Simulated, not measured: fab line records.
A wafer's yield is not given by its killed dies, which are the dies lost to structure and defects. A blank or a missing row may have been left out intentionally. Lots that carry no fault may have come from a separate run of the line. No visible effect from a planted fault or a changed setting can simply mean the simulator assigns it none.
Chamber matching / flow nand-harc / NHARC_P_CONTACT_ETCH_18 on rie-diel-06: 4 sister chambers
The step etches the open film in C4F8/O2/Ar, target depth 481 nm, time 240.5 s. 4 wafers are shown with their chamber, then 7 later ones without.

## WAFERS WITH THEIR CHAMBER
wafer=L169.5; chamber=1; rf-vpp-V (V)=978
wafer=L169.6; chamber=2; rf-vpp-V (V)=984
wafer=L170.2; chamber=3; rf-vpp-V (V)=969
wafer=L170.3; chamber=0; rf-vpp-V (V)=986

## WAFERS WITH NO CHAMBER GIVEN
wafer=L170.4; rf-vpp-V (V)=980
wafer=L172.1; rf-vpp-V (V)=984
wafer=L172.2; rf-vpp-V (V)=987
wafer=L172.6; rf-vpp-V (V)=979
wafer=L173.1; rf-vpp-V (V)=980
wafer=L173.2; rf-vpp-V (V)=969
wafer=L173.3; rf-vpp-V (V)=983

## EACH ONE'S CHAMBER
wafer=L170.4; from the rows above=can't be placed: 1 or 2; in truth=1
wafer=L172.1; from the rows above=can't be placed: 2 or 0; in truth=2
wafer=L172.2; from the rows above=can't be placed: 0 or 2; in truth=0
wafer=L172.6; from the rows above=1; in truth=1
wafer=L173.1; from the rows above=can't be placed: 1 or 2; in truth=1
wafer=L173.2; from the rows above=3; in truth=3
wafer=L173.3; from the rows above=can't be placed: 2 or 0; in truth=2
2 of 7 placed correctly. Unplaceable from these rows: 5, with the true chamber sitting among the candidates in 5. 0 placed wrongly.
How it was worked out, from the rows above alone: a wafer's distance from a chamber is the root of the sum, over the readings, of the square of ((its reading less the chamber's mean) divided by the reading's scatter). If the next closest chamber is less than 2 further off than the closest, the wafer can't be placed; otherwise it belongs to the closest. A chamber's mean is the mean of its shown wafers. The scatter (one wafer shown for each chamber): square how far every hidden wafer sits from the nearest shown wafer, average those squares and take the square root.
